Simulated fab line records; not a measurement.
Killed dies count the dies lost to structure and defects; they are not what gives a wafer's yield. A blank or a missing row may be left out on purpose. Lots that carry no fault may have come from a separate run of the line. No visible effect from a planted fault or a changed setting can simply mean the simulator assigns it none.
fab line records	flow n5_finfet
record: lots: 10	wafers: 30	last_day: 18
route steps=1938 shown BEOL_M7@1317 BEOL_M8@1334 PASSIVATION@1936
lots with no fault: from the same line, run without faults
start_h: hours from the record's opening day to when the first of the lot's shown wafers began	wait_h: hours elapsed since this lot's preceding step	" the same as in the row above	L1.1+2: several wafers, shown together as one row	- no value present, or no start provided	* or withheld: withheld	< > ~ a bound
route shown NAME@n: a module of which the file shows steps, and the number in the route of the first	usual: the fault-free wafers' mean and standard deviation	same: alike in all rows	chamber/n: place in a boat	sites: the reading at each site	_std_site: standard deviation of those values	_edge_site: outer sites' mean less inner sites'	radius_mm: for every site, how far away it sits from the centre of the wafer	mask NAME#n: copy n	behind: the tool/chamber that last shaped the wafer	hold: the reason the lot was held/the length of the hold in hours/how it ended	device: the transistor (n, p or np) that didn't switch	end of line: the route-end tests of the same wafers	a step with no rows: only its recipe	killed: not the wafer's yield, but the dies lost to structure and defects at the first sort	map: the dies of a wafer, with x for killed, . for not killed, _ for no die there
set.NAME: setting as actually run; set.NAME@STEP: the setting as run at that earlier step	model.NAME: the simulator's own value behind a step, which no gauge read
route steps across a sampled set of lots; one table per step, one row per wafer
services: the hour from which a tool's chamber was out of use, counted from the record's first day as start_h (under 0 if before that day), plus the number of hours and why
== steps ==
step: N5_BEOL_M7_CURE_75
recipe: temp_c: 370	time_s: 120	ambient: DMADMS/He	material: SiCOH_lowk
usual: lamp_power_pct: 52.31/0.053	wafer_temp_C_max: 371.9/0.83
same: time_s: 120
lot.wafer	tool	chamber	start_h	wait_h	lamp_power_pct	wafer_temp_C_max
L312.2	uv_cure-01	0	221.04	0.1	52.33	371.2
L312.3	"	0	"	"	52.28	372.1
L312.4	"	0	"	"	52.26	371.4
L313.1	uv_cure-01	1	229.10	0.0	52.29	371.0
L313.3	"	1	"	"	52.28	371.5
L313.4	"	1	"	"	52.24	371.4
L314.1	uv_cure-01	1	235.46	0.0	52.24	371.1
L314.2	"	1	"	"	52.26	371.2
L314.5	"	1	"	"	52.37	371.2
L316.1	uv_cure-01	2	253.55	0.0	52.19	371.6
L316.2	"	2	"	"	52.32	370.7
L316.4	"	2	"	"	52.40	371.2
L318.1	uv_cure-03	2	262.78	0.0	52.37	371.6
L318.3	"	2	"	"	52.29	371.7
L318.5	"	2	"	"	52.41	371.7
L322.4	uv_cure-03	2	273.98	0.2	52.32	371.6
L322.5	"	2	"	"	52.20	372.2
L322.6	"	2	"	"	52.35	371.8
L328.1	uv_cure-03	1	332.32	0.0	52.38	373.1
L328.3	"	1	"	"	52.25	373.8
L328.4	"	1	"	"	52.37	372.8
L330.1	uv_cure-01	2	338.17	0.0	52.40	371.2
L330.2	"	2	"	"	52.32	371.3
L330.6	"	2	"	"	52.34	371.6
L332.1	uv_cure-03	2	340.34	0.0	52.31	371.3
L332.2	"	2	"	"	52.29	371.6
L332.4	"	2	"	"	52.28	371.8
L333.1	uv_cure-01	1	367.33	0.0	52.26	371.6
L333.4	"	1	"	"	52.24	372.7
L333.6	"	1	"	"	52.25	371.9
step: N5_BEOL_M7_INSPECT_58
recipe: inspect_instrument: darkfield	mode: post_dep
usual: raw_defect_count: 72/25
lot.wafer	tool	chamber	start_h	wait_h	raw_defect_count
L312.2	defect_inspect-02	-	224.06	0.0	81
L312.3	"	-	"	"	137
L312.4	"	-	"	"	100
L313.1	defect_inspect-02	-	231.79	0.0	87
L313.3	"	-	"	"	68
L313.4	"	-	"	"	50
L314.1	defect_inspect-01	-	237.81	0.0	47
L314.2	"	-	"	"	46
L314.5	"	-	"	"	55
L316.1	defect_inspect-01	-	256.94	0.0	107
L316.2	"	-	"	"	66
L316.4	"	-	"	"	68
L318.1	defect_inspect-01	-	265.18	0.0	41
L318.3	"	-	"	"	57
L318.5	"	-	"	"	63
L322.4	defect_inspect-01	-	276.23	0.0	46
L322.5	"	-	"	"	85
L322.6	"	-	"	"	59
L328.1	defect_inspect-02	-	334.90	0.0	66
L328.3	"	-	"	"	73
L328.4	"	-	"	"	53
L330.1	defect_inspect-01	-	340.59	0.0	48
L330.2	"	-	"	"	32
L330.6	"	-	"	"	51
L332.1	defect_inspect-02	-	343.39	0.0	52
L332.2	"	-	"	"	48
L332.4	"	-	"	"	52
L333.1	defect_inspect-02	-	370.01	0.0	74
L333.4	"	-	"	"	49
L333.6	"	-	"	"	68
step: N5_BEOL_M8_THK_MEAS_01
recipe: reads: SiCOH_lowk_of_BEOL_M8_ILD_DEP_00
usual: M8_ILD_THK: 155.2/2
lot.wafer	tool	chamber	start_h	wait_h	M8_ILD_THK[nm]
L312.2	film_metro-01	-	224.70	0.4	153.5
L312.3	"	-	"	"	153.3
L312.4	"	-	"	"	156.2
L313.1	film_metro-02	-	232.41	0.4	154.9
L313.3	"	-	"	"	151.7
L313.4	"	-	"	"	155.8
L314.1	film_metro-02	-	238.43	0.4	151.7
L314.2	"	-	"	"	152.8
L314.5	"	-	"	"	153.7
L316.1	film_metro-02	-	258.02	0.7	156.0
L316.2	"	-	"	"	154.7
L316.4	"	-	"	"	157.3
L318.1	film_metro-02	-	265.79	0.4	155.2
L318.3	"	-	"	"	154.4
L318.5	"	-	"	"	155.0
L322.4	film_metro-02	-	276.85	0.2	158.7
L322.5	"	-	"	"	158.2
L322.6	"	-	"	"	160.1
L328.1	film_metro-02	-	335.51	0.4	153.7
L328.3	"	-	"	"	155.3
L328.4	"	-	"	"	158.5
L330.1	film_metro-01	-	341.26	0.4	155.9
L330.2	"	-	"	"	156.0
L330.6	"	-	"	"	157.6
L332.1	film_metro-02	-	344.00	0.4	150.1
L332.2	"	-	"	"	153.8
L332.4	"	-	"	"	156.5
L333.1	film_metro-01	-	370.62	0.4	152.9
L333.4	"	-	"	"	153.5
L333.6	"	-	"	"	154.9
step: N5_BEOL_M8_PECVD_70
recipe: material: SiO2	target_thk_a: 200	temp_c: 400	precursor: TEOS/O2	pressure_torr: 5.5	rf_w: 450	teos_flow_sccm: 53.8	gas: O2	flow_sccm: 3000	time_s: 22.7
usual: heater_power_outer_w: 413/58	heater_power_w: 697/97	showerhead_plenum_p_Torr: 8.76/0.082	susceptor_temp_C: 399.98/0.22	throttle_valve_pct: 21.8/0.77
same: time_s: 22.7
lot.wafer	tool	chamber	start_h	wait_h	heater_power_outer_w	heater_power_w	showerhead_plenum_p_Torr	susceptor_temp_C	throttle_valve_pct
L312.2	pecvd-03	0	224.75	0.1	362	598	8.74	399.78	21.5
L312.3	"	0	"	"	378	601	8.76	399.91	21.7
L312.4	"	0	"	"	385	603	8.75	399.78	21.5
L313.1	pecvd-03	2	232.45	0.0	400	607	8.64	399.77	20.0
L313.3	"	1	"	"	526	864	8.94	400.06	21.8
L313.4	"	2	"	"	400	614	8.64	400.14	20.0
L314.1	pecvd-02	2	238.46	0.0	387	664	8.68	400.39	22.2
L314.2	"	1	"	"	403	798	8.80	399.79	23.1
L314.5	"	0	"	"	255	504	8.80	400.05	22.5
L316.1	pecvd-02	1	258.06	0.0	385	755	8.80	399.74	22.9
L316.2	"	2	"	"	383	643	8.67	400.01	22.4
L316.4	"	1	"	"	384	769	8.80	399.83	22.9
L318.1	pecvd-03	2	265.83	0.0	368	587	8.66	400.26	20.1
L318.3	"	0	"	"	382	597	8.75	383.64	21.6
L318.5	"	2	"	"	358	595	8.65	400.45	20.1
L322.4	pecvd-03	2	276.90	0.1	376	575	8.66	400.03	20.2
L322.5	"	1	"	"	532	849	8.89	400.05	21.8
L322.6	"	0	"	"	407	631	8.76	384.09	21.9
L328.1	pecvd-02	1	335.55	0.0	451	862	8.80	399.97	23.0
L328.3	"	2	"	"	357	608	8.69	399.74	22.3
L328.4	"	1	"	"	450	854	8.80	399.88	22.7
L330.1	pecvd-01	2	341.29	0.0	489	847	8.76	399.59	21.9
L330.2	"	1	"	"	412	715	8.72	399.94	22.5
L330.6	"	0	"	"	441	749	8.75	400.04	22.3
L332.1	pecvd-01	0	344.04	0.0	386	693	8.74	399.88	22.3
L332.2	"	2	"	"	423	754	8.76	399.72	22.0
L332.4	"	2	"	"	418	752	8.76	399.85	21.8
L333.1	pecvd-03	0	370.66	0.0	428	677	8.76	399.79	21.9
L333.4	"	0	"	"	423	694	8.76	399.74	21.9
L333.6	"	1	"	"	518	856	8.94	399.70	21.7
step: N5_BEOL_M8_CMP_52
recipe: stop_on: SiCOH_lowk	t_overpolish_s: 6.9	down_force_psi: 1	platen_rpm: 50	clearing_platen_down_force_psi: 1.5	clearing_platen_rpm: 50	post_cmp_clean: cu_alkaline	target_thk_nm: 80	clearing_platen_pad_velocity_m_s: 0.99484	pad_velocity_m_s: 0.99484
usual: barrier_field_endpoint_s: 28.8/0.71	motor_current_A: 6.1/0.46	pad_life_wafers: 1180/610	retaining_ring_pressure_frac: 1.001/0.0043
lot.wafer	tool	chamber	start_h	wait_h	barrier_field_endpoint_s	motor_current_A	pad_life_wafers	retaining_ring_pressure_frac
L312.2	cmp-04	0	232.14	0.4	28.0	6.1	1267	1.003
L312.3	"	1	"	"	27.6	6.5	1268	1.002
L312.4	"	2	"	"	28.0	6.3	1269	1.000
L313.1	cmp-04	1	240.09	0.5	28.5	6.4	1321	0.997
L313.4	"	2	"	"	27.7	6.7	1322	0.995
L313.3	"	3	"	"	26.7	5.8	1323	1.007
L314.1	cmp-04	2	244.89	0.3	29.0	6.3	1344	0.994
L314.2	"	0	"	"	28.5	6.1	1346	0.998
L314.5	"	3	"	"	28.9	6.2	-	1.004
L316.1	cmp-04	1	264.89	0.3	28.7	6.5	1500	1.009
L316.4	"	2	"	"	28.7	6.8	1501	1.002
L316.2	"	0	"	"	28.0	6.0	1503	1.000
L318.1	cmp-04	2	272.76	0.3	28.4	6.2	1574	1.007
L318.3	"	3	"	"	31.5	5.7	1575	1.000
L318.5	"	1	"	"	29.3	6.3	-	0.998
L322.4	cmp-03	0	285.83	0.2	29.6	5.8	147	0.991
L322.6	"	1	"	"	32.2	6.6	-	1.003
L322.5	"	2	"	"	30.1	5.5	-	1.000
L328.1	cmp-02	3	340.23	0.3	29.1	5.6	1230	1.007
L328.3	"	0	"	"	28.3	6.3	1231	1.002
L328.4	"	2	"	"	28.8	6.1	1233	0.999
L330.1	cmp-04	3	350.16	0.3	27.4	6.0	2172	1.003
L330.2	"	2	"	"	28.0	6.8	2175	1.008
L330.6	"	0	"	"	29.0	6.0	-	0.999
L332.2	cmp-04	2	352.06	0.2	29.0	6.2	2184	1.000
L332.4	"	0	"	"	28.3	5.9	2186	0.997
L332.1	"	1	"	"	28.7	6.4	2187	0.999
L333.4	cmp-03	2	377.86	0.1	28.4	5.3	870	0.998
L333.1	"	1	"	"	29.6	7.3	873	0.993
L333.6	"	2	"	"	28.6	5.1	-	0.991
step: N5_PASSIVATION_PROBE_49
usual: defect_limited_yield: 91.1/1.5	killed_at_M0_to_M3: 35/9.5	killed_at_M4_up: 13/5.2	killed_at_contacts: 12/6.1	killed_at_front_end: 41/14	killed_at_other: 3.8/2.9	killed_dies: 105/17	killed_on_rim: 13/4.1	killed_open: 70/13	killed_short: 33/8.4	sort_bin_5_function: 5.1/0.97	sort_bin_6_memory: 3.4/0.69	sort_bin_8_speed: 0.00/0.007	sort_n_pass: 1075/17	sort_yield_pct: 91.1/1.5
same: gross_dies: 1180	killed_at_back_side: 0	sort_bin_4_leakage[%]: 0
lot.wafer	tool	chamber	start_h	wait_h	defect_limited_yield[%]	killed_at_M0_to_M3	killed_at_M4_up	killed_at_contacts	killed_at_front_end	killed_at_other	killed_dies	killed_on_rim	killed_open	killed_short	sort_bin_5_function[%]	sort_bin_6_memory[%]	sort_bin_8_speed[%]	sort_n_pass	sort_yield_pct[%]
L318.1	prober-01	-	344.57	0.0	89.6	32	22	16	52	1	123	21	84	34	5.5	4.7	0	1057	89.6
L318.3	prober-01	-	344.67	0.1	90.9	32	17	14	41	3	107	13	71	30	4.9	3.6	0	1073	90.9
L318.5	prober-01	-	344.77	0.2	89.2	37	15	18	53	5	128	11	94	34	6.7	4.1	0	1052	89.2
L322.4	prober-01	-	355.32	0.2	91.4	36	11	15	29	10	101	13	63	36	5.1	3.1	0	1079	91.4
L322.5	prober-01	-	355.37	0.2	93.1	30	8	6	30	7	81	16	50	29	3.3	3.1	0	1099	93.1
L322.6	prober-01	-	355.42	0.3	89.8	31	12	20	48	9	120	9	80	37	5.3	4.7	0	1060	89.8
L328.1	prober-01	-	411.93	0.0	91.0	22	4	15	61	4	106	18	78	27	5.0	3.8	0	1074	91.0
L328.3	prober-01	-	412.03	0.1	88.6	37	12	11	71	3	134	12	94	40	6.6	4.7	0	1046	88.6
L328.4	prober-01	-	412.08	0.2	90.4	25	13	7	60	8	113	11	83	30	5.9	3.4	0	1067	90.4
L333.1	prober-02	-	443.34	0.0	89.3	36	24	19	47	0	126	14	83	43	6.7	3.6	0	1054	89.3
L333.4	prober-02	-	443.49	0.2	87.9	38	8	10	86	1	143	26	86	57	8.0	3.6	0	1037	87.9
L333.6	prober-02	-	443.59	0.3	90.1	29	9	9	66	4	117	17	79	38	5.5	3.7	0	1063	90.1
killed by level:class
L318.1 STI_FIN_REVEAL:geometric_particle:open=18 FIN_SAQP:geometric_particle:open=12 BEOL_M2:geometric_particle:open=12 FIN_SAQP:geometric_particle:short=11 MOL_CONTACT_COAG:geometric_particle:open=11 BEOL_M1:geometric_particle:open=6 MOL_CONTACT_COAG:geometric_particle:short=5 BEOL_M4:geometric_particle:open=4
L318.3 MOL_CONTACT_COAG:geometric_particle:open=11 STI_FIN_REVEAL:geometric_particle:open=9 BEOL_M2:geometric_particle:open=7 FIN_SAQP:geometric_particle:short=6 FIN_SAQP:geometric_particle:open=6 DUMMY_GATE:geometric_particle:open=6 BEOL_M1:geometric_particle:open=5 GATE_CUT:geometric_particle:short=4
L318.5 STI_FIN_REVEAL:geometric_particle:open=25 MOL_CONTACT_COAG:geometric_particle:open=17 BEOL_M1:geometric_particle:open=9 BEOL_M4:geometric_particle:open=9 STI_FIN_REVEAL:geometric_particle:short=7 BEOL_M0_SAQP:geometric_particle:short=7 BEOL_M2:geometric_particle:open=7 GATE_CUT:geometric_particle:short=5
L322.4 MOL_CONTACT_COAG:geometric_particle:open=14 STI_FIN_REVEAL:geometric_particle:open=13 BEOL_M0_SAQP:geometric_particle:short=8 BEOL_M0_SAQP:geometric_particle:open=6 BEOL_M2:geometric_particle:short=6 BEOL_M1:geometric_particle:open=5 BEOL_M7:geometric_particle:open=5 BEOL_M3:geometric_particle:open=4
L322.5 STI_FIN_REVEAL:geometric_particle:open=11 BEOL_M1:geometric_particle:open=9 BEOL_M0_SAQP:geometric_particle:short=7 STI_FIN_REVEAL:geometric_particle:short=5 GATE_CUT:geometric_particle:short=5 MOL_CONTACT_COAG:geometric_particle:open=5 GATE_CUT:geometric_particle:open=4 PASS1_CAP:geometric_particle:open=4
L322.6 STI_FIN_REVEAL:geometric_particle:open=13 MOL_CONTACT_COAG:geometric_particle:open=12 BEOL_M1:geometric_particle:open=10 DUMMY_GATE:geometric_particle:open=9 MOL_CONTACT_COAG:geometric_particle:short=8 BEOL_M0_SAQP:geometric_particle:open=6 BEOL_M4:geometric_particle:open=6 STI_FIN_REVEAL:geometric_particle:short=5
L328.1 STI_FIN_REVEAL:geometric_particle:open=33 MOL_CONTACT_COAG:geometric_particle:open=12 FIN_SAQP:geometric_particle:open=7 BEOL_M1:geometric_particle:open=7 BEOL_M0_SAQP:geometric_particle:short=5 GATE_CUT:geometric_particle:short=5 FIN_SAQP:geometric_particle:short=4 STI_FIN_REVEAL:geometric_particle:short=4
L328.3 STI_FIN_REVEAL:geometric_particle:open=19 FIN_SAQP:geometric_particle:open=12 MOL_CONTACT_COAG:geometric_particle:open=11 GATE_CUT:geometric_particle:short=10 BEOL_M0_SAQP:geometric_particle:open=10 FIN_SAQP:geometric_particle:short=9 DUMMY_GATE:geometric_particle:open=7 BEOL_M1:geometric_particle:open=6
L328.4 STI_FIN_REVEAL:geometric_particle:open=25 FIN_SAQP:geometric_particle:open=10 STI_FIN_REVEAL:geometric_particle:short=8 BEOL_M1:geometric_particle:open=8 DUMMY_GATE:geometric_particle:open=7 BEOL_M0_SAQP:geometric_particle:open=7 BEOL_M4:geometric_particle:open=6 MOL_CONTACT_COAG:geometric_particle:open=6
L333.1 MOL_CONTACT_COAG:geometric_particle:open=17 FIN_SAQP:geometric_particle:open=11 BEOL_M2:geometric_particle:open=10 FIN_SAQP:geometric_particle:short=9 BEOL_M0_SAQP:geometric_particle:short=6 BEOL_M4:geometric_particle:open=6 BEOL_M0_SAQP:geometric_particle:open=6 BEOL_M5:geometric_particle:open=6
L333.4 FIN_SAQP:geometric_particle:short=23 STI_FIN_REVEAL:geometric_particle:open=19 FIN_SAQP:geometric_particle:open=12 BEOL_M2:geometric_particle:open=12 GATE_CUT:geometric_particle:short=11 MOL_CONTACT_COAG:geometric_particle:open=10 BEOL_M0_SAQP:geometric_particle:short=9 DUMMY_GATE:geometric_particle:open=8
L333.6 STI_FIN_REVEAL:geometric_particle:open=28 FIN_SAQP:geometric_particle:short=12 BEOL_M3:geometric_particle:open=10 MOL_CONTACT_COAG:geometric_particle:open=7 DUMMY_GATE:geometric_particle:open=5 BEOL_M0_SAQP:geometric_particle:short=5 BEOL_M0_SAQP:geometric_particle:open=4 STARTING-WAFER:geometric_particle:short=4
== services ==
tool	chamber	start_h	hours	kind
uv_cure-03	-	197.38	7.5	repair
pecvd-03	2	202.38	-	clean
pecvd-03	2	202.38	-	consumable_replace:showerhead
pecvd-03	2	202.38	29.0	scheduled_down
pecvd-03	2	202.38	29.0	vent_cycle
uv_cure-01	-	205.80	1.4	repair
pecvd-03	1	212.15	14.9	repair
cmp-04	-	212.19	2.0	repair
cmp-04	-	217.08	3.9	pm
uv_cure-03	-	223.88	1.0	pm
uv_cure-01	-	232.42	2.1	pm
pecvd-01	2	235.29	6.0	repair
cmp-04	-	240.82	2.1	repair
cmp-03	-	253.01	1.0	repair
pecvd-01	2	255.35	1.9	repair
uv_cure-03	-	259.79	2.1	pm
cmp-03	-	263.58	4.0	pm
uv_cure-03	-	306.34	6.0	pm
cmp-02	-	327.31	5.2	repair
cmp-04	-	355.45	4.0	pm
cmp-04	-	359.45	-	consumable_replace:conditioner
cmp-04	-	359.45	-	consumable_replace:pad
cmp-04	-	360.98	1.1	repair
cmp-04	-	376.43	2.8	repair
== key ==
first_sign: step: N5_BEOL_M8_PECVD_70	reading: susceptor_temp_C	direction: down	sigmas: 73	usual: *	struck: *
effect: step: N5_BEOL_M8_CMP_52	reading: barrier_field_endpoint_s	direction: up	sigmas: 4.3	usual: 28.8	struck: 31.9
met_at N5_BEOL_M8_PECVD_70
struck_lots L318,L322
struck_wafers L318.3,L322.6
not_acting_at N5_BEOL_M7_CURE_75,N5_BEOL_M7_INSPECT_58,N5_BEOL_M8_THK_MEAS_01
onset_between 224.75 265.83
fault: kind: process_parameter_drift	tool: pecvd-03	chamber: 0	onset_h: 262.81	steps: N5_BEOL_M8_PECVD_70	channel: temp_c	offset: *	shape: step	end_h: 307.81	acts_in: *	stated: *
